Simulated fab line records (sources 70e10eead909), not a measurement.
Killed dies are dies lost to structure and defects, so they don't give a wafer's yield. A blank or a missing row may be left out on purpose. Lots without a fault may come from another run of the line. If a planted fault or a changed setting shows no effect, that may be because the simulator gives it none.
fab line records	flow nand_harc
[record] lots = 5	wafers = 15	last_day = 33
route steps=1302 shown A_CHANNEL_FILL_D1@507 A_DECK1_JOINT@518 A_ONON_D2@545 END@1302
lots with no fault: from the same line, run without faults
start_h: hours from the record's opening day to when the first of the lot's shown wafers began	wait_h: hours from the lot's prior step to this one	" unchanged from the row above	L1.1+2: several wafers, shown together as one row	- value missing, or start not given	* or withheld: withheld	< > ~ a bound
route shown NAME@n: names a module that has steps shown in the file, with the first one's number in the route	usual: mean/standard deviation of fault-free wafers	same: alike in all rows	chamber/n: place in a boat	sites: each site's reading	_std_site: the values' standard deviation	_edge_site: outer sites' mean less inner sites'	radius_mm: how far each site lies from the wafer's centre	mask NAME#n: copy n	behind: the tool/chamber that last shaped the wafer	hold: the reason the lot was held/the length of the hold in hours/how it ended	device: the transistor (n, p or np) that didn't switch	end of line: tests run on the same wafers once the route is complete	for a step that has no rows: nothing shown but its recipe	killed: count of dies lost to structure and defects at first sort (not the wafer's yield)	map: the dies of a wafer, with x for killed, . for not killed, _ for no die there
set.NAME: the run value of the setting; set.NAME@STEP: its run value at that earlier step	model.NAME: the simulator's own value behind a step, which no gauge read
lots seen at some steps along the route; tables by step, rows by wafer
services: when a tool's chamber went out of use (start_h, in hours from the record's first day, below 0 if earlier), for how many hours, and the reason
[[steps]]
[step NHARC_A_CHANNEL_FILL_D1_ALD_25]
[recipe] target_thk_a = 600	pulse_time_s = 10	ald_cycles = 600	temp_c = 300	material = SiOx
[step NHARC_A_CHANNEL_FILL_D1_ETCHBACK_08]
[recipe] target_depth_a = 2200	time_s = 110	c4f8_flow_sccm = 20	ar_flow_sccm = withheld	rf_w = 600	bias_w = 300	chemistry = C4F8
[usual] oes_product_au = 0.94/0.032	rf_vpp_V = 441.6/2.4
lot.wafer	tool	chamber	start_h	wait_h	oes_product_au	rf_hours_counter_h	rf_vpp_V
L863.1	rie_diel-05	0	-	-	1.01	0.9	437.1
L863.3	"	1	"	"	1.01	0.8	439.1
L863.5	"	3	"	"	1.00	-	444.2
L869.3	rie_diel-07	3	-	-	0.98	1.3	440.5
L869.2	"	1	"	"	1.00	1.0	444.1
L869.5	"	2	"	"	0.99	-	442.7
L878.1	rie_diel-06	3	-	-	0.91	3.8	443.3
L878.5	"	0	"	"	0.92	-	440.7
L878.6	"	1	"	"	0.92	-	444.2
L879.3	rie_diel-07	3	-	-	0.92	4.8	443.5
L879.1	"	0	"	"	0.92	4.8	439.9
L879.2	"	1	"	"	0.93	5.1	444.2
L884.3	rie_diel-06	2	-	-	0.91	5.8	438.9
L884.1	"	3	"	"	0.91	7.1	441.9
L884.6	"	2	"	"	0.91	-	440.3
[step NHARC_A_CHANNEL_FILL_D1_STRIP_29]
[recipe] time_s = 20	o2_flow_sccm = 500	ar_flow_sccm = 0	bias_w = 0	chemistry = O2
[step NHARC_A_CHANNEL_FILL_D1_PRECLEAN_30]
[recipe] time_s = 30	chemistry = dHF
[step NHARC_A_CHANNEL_FILL_D1_SRD_31]
[step NHARC_A_CHANNEL_FILL_D1_CVD_09]
[recipe] target_thk_a = 1500	temp_c = 620	pressure_mtorr = 200	time_s = 3000	material = poly-Si
[step NHARC_A_CHANNEL_FILL_D1_CMP_10]
[recipe] target_thk_nm = 150
[usual] motor_current_A = 11.9/1.5	time_to_endpoint_s = 14.3/2.9
lot.wafer	tool	chamber	start_h	wait_h	motor_current_A	time_to_endpoint_s
L863.3	cmp-01	1	257.01	0.4	16.2	19.1
L863.1	"	2	"	"	12.2	17.3
L863.5	"	2	"	"	12.2	17.1
L869.3	cmp-02	2	323.19	0.4	10.8	15.1
L869.2	"	3	"	"	11.8	12.9
L869.5	"	2	"	"	11.0	13.8
L878.1	cmp-01	0	401.47	0.4	11.0	17.8
L878.6	"	1	"	"	14.5	19.3
L878.5	"	2	"	"	12.5	20.9
L879.3	cmp-01	0	423.05	0.4	10.3	17.7
L879.1	"	1	"	"	15.0	17.0
L879.2	"	2	"	"	11.8	17.8
L884.1	cmp-01	3	469.62	0.4	10.7	14.5
L884.3	"	1	"	"	15.6	16.8
L884.6	"	3	"	"	11.2	15.1
[step NHARC_A_CHANNEL_FILL_D1_SRD_12]
[step NHARC_A_CHANNEL_FILL_D1_INSPECT_13]
[usual] raw_defect_count = 325/140
lot.wafer	tool	chamber	start_h	wait_h	raw_defect_count
L863.1	defect_inspect-02	-	257.42	0.0	365
L863.3	"	-	"	"	159
L863.5	"	-	"	"	172
L869.2	defect_inspect-01	-	323.60	0.0	393
L869.3	"	-	"	"	393
L869.5	"	-	"	"	425
L878.1	defect_inspect-01	-	401.81	0.0	354
L878.5	"	-	"	"	363
L878.6	"	-	"	"	465
L879.1	defect_inspect-01	-	423.47	0.0	631
L879.2	"	-	"	"	320
L879.3	"	-	"	"	488
L884.1	defect_inspect-02	-	470.04	0.0	304
L884.3	"	-	"	"	516
L884.6	"	-	"	"	180
[step NHARC_A_DECK1_JOINT_ETCHBACK_07]
[recipe] target_depth_a = 1050	time_s = 26.9	hbr_flow_sccm = 150	rf_w = 350	icp_w = 350	bias_w = 60	chemistry = HBr
[step NHARC_A_DECK1_JOINT_ETCH_25]
[recipe] target_depth_a = 5	chemistry = dHF	material = SiO2
lot.wafer	tool	chamber	start_h	wait_h
L863.5+1+3	wet_bench-01	0,1,5	257.63	0.1
L869.3+5+2	wet_bench-01	4,0,1	323.81	0.1
L878.5+1+6	wet_bench-05	6,2,3	402.01	0.1
L879.3+2+1	wet_bench-01	3,6,7	423.67	0.1
L884.3+6+1	wet_bench-01	2,4,7	470.25	0.1
[step NHARC_A_DECK1_JOINT_ETCH_19]
[recipe] temp_c = 25	target_depth_a = 30	chemistry = TMAH	material = poly-Si
[step NHARC_A_DECK1_JOINT_ETCH_18]
[recipe] target_depth_a = 30	chemistry = dHF	material = SiO2
[step NHARC_A_DECK1_JOINT_WET_08]
[recipe] temp_c = 160	time_s = 86	chemistry = H3PO4
[step NHARC_A_DECK1_JOINT_ETCH_09]
[recipe] target_depth_a = 50	chemistry = dHF	material = SiO2
[step NHARC_A_DECK1_JOINT_WET_10]
[recipe] temp_c = 160	time_s = 86	chemistry = H3PO4
[step NHARC_A_DECK1_JOINT_ETCH_11]
[recipe] target_depth_a = 350	chemistry = dHF	material = SiO2
[step NHARC_A_DECK1_JOINT_CVD_12]
[recipe] target_thk_a = 900	temp_c = 620	pressure_mtorr = 200	time_s = 1800	material = poly-Si
[step NHARC_A_DECK1_JOINT_CMP_13]
[recipe] target_thk_nm = 51.023
[usual] motor_current_A = 11.9/1.2	time_to_endpoint_s = 9.0/2.8
lot.wafer	tool	chamber	start_h	wait_h	motor_current_A	time_to_endpoint_s
L863.1	cmp-01	2	271.44	0.4	11.8	8.3
L863.3	"	3	"	"	11.9	2.3
L863.5	"	0	"	"	10.8	8.1
L869.2	cmp-04	3	334.01	0.4	12.9	6.6
L869.3	"	0	"	"	12.1	6.5
L869.5	"	1	"	"	12.0	11.7
L878.1	cmp-02	1	411.99	0.4	13.3	8.2
L878.6	"	1	"	"	13.0	10.7
L878.5	"	2	"	"	11.1	12.6
L879.2	cmp-02	2	433.65	0.4	10.7	9.4
L879.1	"	3	"	"	12.0	6.0
L879.3	"	1	"	"	14.1	3.9
L884.3	cmp-04	0	480.27	0.4	12.4	9.9
L884.1	"	1	"	"	12.0	12.5
L884.6	"	1	"	"	12.5	13.2
[step NHARC_A_DECK1_JOINT_THK_MEAS_14]
[recipe] thk_meas_gauge = ellipsometry
[usual] thk_nm = 50.9/1.8
lot.wafer	tool	chamber	start_h	wait_h	thk_nm
L863.1	film_metro-02	-	271.65	0.2	50.6
L863.3	"	-	"	"	50.5
L863.5	"	-	"	"	51.3
L869.2	film_metro-01	-	334.22	0.2	50.0
L869.3	"	-	"	"	49.0
L869.5	"	-	"	"	50.3
L878.1	film_metro-02	-	412.25	0.2	49.8
L878.5	"	-	"	"	55.5
L878.6	"	-	"	"	50.0
L879.1	film_metro-02	-	433.90	0.2	51.3
L879.2	"	-	"	"	50.6
L879.3	"	-	"	"	47.0
L884.1	film_metro-02	-	480.53	0.2	52.6
L884.3	"	-	"	"	50.1
L884.6	"	-	"	"	53.3
[step NHARC_A_DECK1_JOINT_SRD_04]
[step NHARC_A_DECK1_JOINT_ETCHBACK_00]
[recipe] target_depth_a = 300	time_s = 17.4	hbr_flow_sccm = 150	rf_w = 350	icp_w = 350	bias_w = 60	chemistry = HBr
[step NHARC_A_DECK1_JOINT_PRECLEAN_30]
[recipe] time_s = *	temp_c = 50	bath_age_min = 0	chemistry = SC1
[step NHARC_A_DECK1_JOINT_SRD_31]
[step NHARC_A_DECK1_JOINT_CVD_34]
[recipe] target_thk_a = 200	temp_c = 700	pressure_mtorr = 300	material = SiNx
[step NHARC_A_DECK1_JOINT_DEP_06]
[recipe] target_thk_a = 800	temp_c = 65	material = SiOx
[step NHARC_A_DECK1_JOINT_CURE_26]
[recipe] temp_c = 150	time_s = 32	pressure_atm = 0.395
[step NHARC_A_DECK1_JOINT_ANNEAL_27]
[recipe] temp_c = 400	time_s = 3600	idle_temp_c = 300	ramp_up_c_per_min = 10	densification_p_h2o_torr = 640
[step NHARC_A_DECK1_JOINT_ANNEAL_28]
[recipe] temp_c = 500	time_s = 1800	idle_temp_c = 400	ramp_up_c_per_min = 10	densification_p_h2o_torr = 640
[step NHARC_A_DECK1_JOINT_ANNEAL_29]
[recipe] temp_c = 750	time_s = 1800	idle_temp_c = 500	ramp_up_c_per_min = 10	ramp_down_c_per_min = 3
[step NHARC_A_DECK1_JOINT_CMP_02]
[recipe] material = SiOx
[usual] motor_current_A = 11.9/1.4
lot.wafer	tool	chamber	start_h	wait_h	motor_current_A
L863.3	cmp-01	1	294.88	0.4	15.7
L863.1	"	3	"	"	11.0
L863.5	"	0	"	"	10.5
L869.2	cmp-04	1	359.63	0.4	11.5
L869.3	"	3	"	"	12.6
L869.5	"	0	"	"	11.7
L878.1	cmp-01	2	440.17	0.4	12.2
L878.6	"	3	"	"	11.1
L878.5	"	0	"	"	10.1
L879.1	cmp-02	3	459.97	0.4	12.0
L879.3	"	0	"	"	10.9
L879.2	"	2	"	"	11.8
L884.1	cmp-01	0	503.67	0.4	10.5
L884.3	"	1	"	"	15.0
L884.6	"	0	"	"	10.0
[step NHARC_A_DECK1_JOINT_SRD_15]
[step NHARC_A_DECK1_JOINT_DEP_16]
[recipe] target_thk_a = 450	temp_c = 400	pressure_torr = 6.5	rf_w = 900	teos_flow_sccm = 161.4	flow_sccm = 2650	target_thk_nm = 45	gas = O2	material = SiO2
[usual] heater_power_w = 521/91	mfc_precursor_sccm = 161.4/0.45	throttle_valve_pct = 16.0/0.32
lot.wafer	tool	chamber	start_h	wait_h	heater_power_w	mfc_precursor_sccm	throttle_valve_pct
L863.3	pecvd-03	0	295.24	0.1	393	161.6	16.2
L863.1	"	2	"	"	538	160.9	15.7
L863.5	"	2	"	"	541	161.0	15.7
L869.2	pecvd-03	2	360.02	0.1	560	162.3	15.9
L869.3	"	0	"	"	390	161.8	16.1
L869.5	"	2	"	"	534	161.4	15.8
L878.1	pecvd-01	2	440.51	0.1	572	160.8	16.1
L878.6	"	1	"	"	579	162.6	16.1
L878.5	"	2	"	"	573	160.9	16.2
L879.2	pecvd-01	0	460.36	0.1	403	161.4	16.1
L879.1	"	1	"	"	756	160.6	16.1
L879.3	"	2	"	"	539	161.0	16.1
L884.3	pecvd-02	0	504.06	0.1	659	161.0	16.1
L884.1	"	2	"	"	591	161.0	15.7
L884.6	"	1	"	"	527	161.8	16.2
[step NHARC_A_DECK1_JOINT_THK_MEAS_17]
[recipe] thk_meas_gauge = ellipsometry
[usual] thk_nm = 45.2/1.1
lot.wafer	tool	chamber	start_h	wait_h	thk_nm
L863.1	film_metro-02	-	295.52	0.2	45.2
L863.3	"	-	"	"	46.0
L863.5	"	-	"	"	46.2
L869.2	film_metro-02	-	360.27	0.2	44.4
L869.3	"	-	"	"	43.4
L869.5	"	-	"	"	46.7
L878.1	film_metro-01	-	440.76	0.2	45.3
L878.5	"	-	"	"	43.7
L878.6	"	-	"	"	45.6
L879.1	film_metro-02	-	460.64	0.2	43.4
L879.2	"	-	"	"	45.2
L879.3	"	-	"	"	46.2
L884.1	film_metro-02	-	504.34	0.2	45.1
L884.3	"	-	"	"	44.8
L884.6	"	-	"	"	46.1
[step NHARC_A_ONON_D2_DEP_00]
[recipe] target_thk_a = 10000	n2_flow_sccm = 2750	n2o_flow_sccm = 2000	nh3_flow_sccm = 500	sih4_flow_sccm = 210	temp_c = 400
[step NHARC_A_ONON_D2_THK_MEAS_02]
[recipe] thk_meas_gauge = ellipsometry
[usual] thk_nm = 1001/7.9
lot.wafer	tool	chamber	start_h	wait_h	thk_nm
L863.1	film_metro-02	-	296.14	-	1012
L863.3	"	-	"	"	1012
L863.5	"	-	"	"	1011
L869.2	film_metro-01	-	360.88	-	993
L869.3	"	-	"	"	996
L869.5	"	-	"	"	996
L878.1	film_metro-02	-	441.38	-	1021
L878.5	"	-	"	"	1021
L878.6	"	-	"	"	1018
L879.1	film_metro-01	-	461.25	-	992
L879.2	"	-	"	"	991
L879.3	"	-	"	"	992
L884.1	film_metro-02	-	504.95	-	1004
L884.3	"	-	"	"	1004
L884.6	"	-	"	"	1002
[step NHARC_A_ONON_D2_DEP_03]
[recipe] target_thk_a = 10000	n2_flow_sccm = 2750	n2o_flow_sccm = 2000	nh3_flow_sccm = 500	sih4_flow_sccm = 210	temp_c = 400
[step NHARC_A_ONON_D2_THK_MEAS_05]
[recipe] thk_meas_gauge = ellipsometry
[usual] thk_nm = 1002/5.7
lot.wafer	tool	chamber	start_h	wait_h	thk_nm
L863.1	film_metro-01	-	296.71	-	995
L863.3	"	-	"	"	994
L863.5	"	-	"	"	994
L869.2	film_metro-02	-	361.45	-	1001
L869.3	"	-	"	"	1000
L869.5	"	-	"	"	1000
L878.1	film_metro-02	-	441.94	-	1002
L878.5	"	-	"	"	1001
L878.6	"	-	"	"	1003
L879.1	film_metro-02	-	461.81	-	1001
L879.2	"	-	"	"	1001
L879.3	"	-	"	"	1002
L884.1	film_metro-02	-	505.51	-	1008
L884.3	"	-	"	"	1008
L884.6	"	-	"	"	1006
[step NHARC_END_SORT_01]
[recipe] temp_c = 25
[usual] killed_at_array = 55/20	killed_at_other = 1.2/1.3	killed_at_periphery = 4.0/3	killed_dies = 60/21	killed_open = 3.2/1.9	killed_short = 2.5/1.6
[same] gross_dies = 677
lot.wafer	tool	chamber	start_h	wait_h	killed_at_array	killed_at_other	killed_at_periphery	killed_dies	killed_open	killed_short
L863.1	prober-02	0	577.25	2.5	34	0	0	34	5	2
L863.3	prober-02	0	578.84	3.1	24	0	3	27	1	2
L863.5	prober-02	0	580.44	3.7	21	1	1	23	1	6
L869.2	prober-01	0	631.51	2.8	154	0	3	157	0	2
L869.3	prober-01	0	632.31	3.1	155	3	3	161	6	4
L869.5	prober-01	0	633.92	3.7	127	2	6	135	2	2
L878.1	prober-02	0	723.74	2.5	77	2	4	83	5	2
L878.5	prober-02	0	726.94	3.7	82	1	5	88	2	5
L878.6	prober-02	0	727.74	4.0	90	0	2	92	6	2
L879.1	prober-02	0	765.04	2.5	64	4	10	78	3	2
L879.2	prober-02	0	765.84	2.8	51	2	6	59	0	5
L879.3	prober-02	0	766.64	3.1	46	3	8	57	3	1
L884.1	prober-01	0	788.33	2.5	22	2	3	27	4	6
L884.3	prober-01	0	789.91	3.1	21	2	1	24	3	4
L884.6	prober-01	0	792.28	4.0	17	0	1	18	3	2
// killed by level:class
L863.1 A_CONTACT:chamber_film_flake=15 A_CHANNEL_HOLE_D2:chamber_film_flake=11 A_ONON_D1:geometric_particle:short=1 A_CHANNEL_FILL_D1:geometric_particle:open=1 A_DECK1_JOINT:geometric_particle:open=1 A_CHANNEL_HOLE_D2:geometric_particle:short=1 A_CHANNEL_FILL_D2:geometric_particle:open=1 A_SGD_CUT:geometric_particle:open=1
L863.3 A_CHANNEL_HOLE_D2:chamber_film_flake=9 A_CONTACT:chamber_film_flake=7 A_STAIRCASE:chamber_film_flake=3 P_STI:chamber_film_flake=2 A_CHANNEL_FILL_D1:geometric_particle:open=1 A_CONTACT:geometric_particle:short=1 A_M1:geometric_particle:short=1 P_M2:chamber_film_flake=1
L863.5 A_CONTACT:chamber_film_flake=9 A_CHANNEL_HOLE_D2:chamber_film_flake=4 A_ONON_D2:geometric_particle:short=2 A_STAIRCASE:chamber_film_flake=2 P_CONTACT:geometric_particle:short=1 A_CHANNEL_FILL_D1:geometric_particle:short=1 A_SGD_CUT:geometric_particle:short=1 A_BLC:geometric_particle:open=1
L869.2 A_DECK1_JOINT:unspecified=104 A_CHANNEL_HOLE_D1:chamber_film_flake=32 A_CHANNEL_HOLE_D2:chamber_film_flake=11 A_CONTACT:chamber_film_flake=3 A_SOURCE_PLATE:geometric_particle:short=1 A_CHANNEL_FILL_D1:geometric_particle:short=1 P_ZERO_WELL:chamber_film_flake=1 P_STI:chamber_film_flake=1
L869.3 A_DECK1_JOINT:unspecified=97 A_CHANNEL_HOLE_D1:chamber_film_flake=32 A_CHANNEL_HOLE_D2:chamber_film_flake=11 A_CONTACT:chamber_film_flake=4 THIN_TSV:chamber_film_flake=3 P_M0:geometric_particle:open=2 A_M0:geometric_particle:open=2 A_WL_FILL:chamber_film_flake=2
L869.5 A_DECK1_JOINT:unspecified=68 A_CHANNEL_HOLE_D1:chamber_film_flake=30 A_CHANNEL_HOLE_D2:chamber_film_flake=9 A_WL_FILL:chamber_film_flake=6 A_CONTACT:chamber_film_flake=6 P_GATE:chamber_film_flake=3 P_BONDPAD:chamber_film_flake=2 A_CHANNEL_FILL_D1:chamber_film_flake=2
L878.1 A_CHANNEL_HOLE_D1:chamber_film_flake=32 A_SLIT:chamber_film_flake=23 A_CONTACT:chamber_film_flake=7 P_GATE:chamber_film_flake=3 A_ONON_D2:geometric_particle:open=2 A_STAIRCASE:chamber_film_flake=2 A_WL_FILL:chamber_film_flake=2 A_M0:chamber_film_flake=2
L878.5 A_CHANNEL_HOLE_D1:chamber_film_flake=33 A_SLIT:chamber_film_flake=32 A_CONTACT:chamber_film_flake=6 A_WL_FILL:chamber_film_flake=3 A_M0:geometric_particle:short=2 P_CONTACT:chamber_film_flake=2 A_STAIRCASE:chamber_film_flake=2 P_M0:geometric_particle:open=1
L878.6 A_CHANNEL_HOLE_D1:chamber_film_flake=37 A_SLIT:chamber_film_flake=31 A_STAIRCASE:chamber_film_flake=5 A_WL_FILL:chamber_film_flake=4 A_CONTACT:chamber_film_flake=4 A_CHANNEL_FILL_D2:geometric_particle:open=2 A_M0:chamber_film_flake=2 P_CONTACT:geometric_particle:short=1
L879.1 A_SLIT:chamber_film_flake=35 A_CHANNEL_HOLE_D1:chamber_film_flake=11 P_ZERO_WELL:chamber_film_flake=6 A_CONTACT:chamber_film_flake=6 A_STAIRCASE:chamber_film_flake=4 A_WL_FILL:chamber_film_flake=3 P_M2:chamber_film_flake=2 A_CHANNEL_HOLE_D2:chamber_film_flake=2
L879.2 A_SLIT:chamber_film_flake=23 A_CHANNEL_HOLE_D1:chamber_film_flake=11 A_STAIRCASE:chamber_film_flake=5 P_M2:chamber_film_flake=4 A_CONTACT:chamber_film_flake=3 A_DECK1_JOINT:chamber_film_flake=2 HYBRID_BOND:chamber_film_flake=2 A_ONON_D1:geometric_particle:short=1
L879.3 A_SLIT:chamber_film_flake=26 A_CHANNEL_HOLE_D1:chamber_film_flake=9 A_CONTACT:chamber_film_flake=4 P_M2:chamber_film_flake=3 A_DECK1_JOINT:chamber_film_flake=3 HYBRID_BOND:chamber_film_flake=2 P_STI:geometric_particle:open=1 P_GATE:geometric_particle:open=1
L884.1 A_SLIT:chamber_film_flake=8 A_M1:chamber_film_flake=5 A_ONON_D1:geometric_particle:short=2 P_M0:geometric_particle:short=1 P_M0:geometric_particle:open=1 A_SOURCE_PLATE:geometric_particle:open=1 A_CHANNEL_FILL_D1:geometric_particle:open=1 A_DECK1_JOINT:geometric_particle:short=1
L884.3 A_SLIT:chamber_film_flake=8 A_M1:chamber_film_flake=5 A_CHANNEL_FILL_D2:geometric_particle:short=2 A_WL_FILL:geometric_particle:short=2 THIN_TSV:chamber_film_flake=2 P_M0:geometric_particle:open=1 A_WL_FILL:geometric_particle:open=1 A_M0:geometric_particle:open=1
L884.6 A_M1:chamber_film_flake=6 A_SLIT:chamber_film_flake=4 P_CONTACT:geometric_particle:open=1 A_ONON_D2:geometric_particle:short=1 A_ONON_D2:geometric_particle:open=1 A_CHANNEL_FILL_D2:geometric_particle:short=1 A_CHANNEL_FILL_D2:geometric_particle:open=1 A_CHANNEL_HOLE_D2:chamber_film_flake=1
// map L869.3 (x killed, . not)
____________.____________
_________......._________
_______..........._______
______.............______
_____..............._____
____.........x.......____
____........xxx......____
___.........xxxxx....x___
___.......xxxxxxxx....___
__........xxxxxxxx..x..__
__........xxxxxxxx.....__
_......x.xxxxxxxxxxx..x._
_.x......xxxxxxxxxxxxx.._
_.xx.....xxxxxxxxxxxxxx._
_.......xxxxxxxxxxx.xxxx_
_..........xxxxxxxxxxx.._
..x.......xxxxxxx.xxxxx..
xxxx....xx.xxxxx.xxxx.x..
xx.x.........xxxx....xx..
x...............x........
..................x......
_..........x.......x...._
_..........x............_
_..........x............_
_......................._
_...........x....x......_
__.........x...........__
__....................x__
___...................___
___x..................___
____.................____
____...x.............____
_____.x.x..........._____
______.xx......x...______
_______.....x....._______
_________......._________
____________.____________
// map L884.1 (x killed, . not)
____________.____________
_________......._________
_______....x.x.x.._______
______.............______
_____..............._____
____.................____
____.................____
___...................___
___...................___
__.............x.......__
__.....................__
_x..................x..._
_...x..................._
_.x....................._
_..x..............xxx..._
_..x...........x......x._
..x............x...xx....
......................x..
..................x..x...
.........................
.........................
_..........x............_
_......................._
_......................._
_......................x_
_......................._
__.................x...__
__...............x.....__
___......x............___
___...................___
____.................____
____.................____
_____..............._____
______.............______
_______..........._______
_________......._________
____________.____________
[[services]]
tool	chamber	start_h	hours	kind
cmp-02	-	232.50	4.0	pm
pecvd-03	-	261.90	1.6	repair
rie_diel-07	2	266.82	4.5	repair
cmp-02	-	273.48	0.8	repair
cmp-01	-	276.02	3.8	repair
rie_diel-06	1	277.33	7.9	repair
wet_bench-01	-	277.60	8.0	pm
cmp-01	-	283.50	4.0	pm
cmp-04	-	307.02	4.0	pm
cmp-02	-	330.50	4.0	pm
cmp-01	-	356.69	3.4	repair
cmp-01	-	381.50	4.0	pm
cmp-04	-	388.07	2.9	repair
cmp-02	-	391.54	1.1	repair
wet_bench-01	-	395.80	13.9	repair
cmp-04	-	405.02	4.0	pm
cmp-04	-	411.66	1.2	repair
cmp-02	-	428.50	4.0	pm
wet_bench-01	-	453.60	8.0	pm
cmp-04	-	475.63	4.0	repair
cmp-01	-	479.50	4.0	pm
cmp-04	-	499.14	0.3	repair
cmp-04	-	503.12	4.0	pm
cmp-02	-	503.80	2.2	repair
[[key]]
[first_sign] step = NHARC_END_SORT_01	reading = killed_at_array	direction = up	sigmas = 4.4	usual = 55	struck = 145
[effect] step = NHARC_END_SORT_01	reading = killed_dies	direction = up	sigmas = 4.4	usual = 60	struck = 151
[more_kills_born_at] NHARC_A_DECK1_JOINT_ETCH_25@wet_bench-01 = 269
met_at NHARC_A_DECK1_JOINT_ETCH_25
struck_wafers L869.2,L869.3,L869.5
tester_left_out L869
onset_between 257.63 323.81
also_fits NHARC_A_CHANNEL_FILL_D1_CMP_10:cmp-02,NHARC_A_DECK1_JOINT_CMP_02:cmp-04,NHARC_A_DECK1_JOINT_DEP_16:pecvd-03
[fault] kind = chamber_particle_source	tool = wet_bench-01	chamber = -	onset_h = 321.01	steps = NHARC_A_DECK1_JOINT_ETCH_25	rate_per_visit_cm2 = 1.668	end_h = 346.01
// tester_left_out: of these lots the tester's yield and bins aren't shown, on N5 and GAA mostly nor the transistor test; their killed dies are dies lost to structure and defects alone, not to doping, threshold or leakage, so they don't give the yield
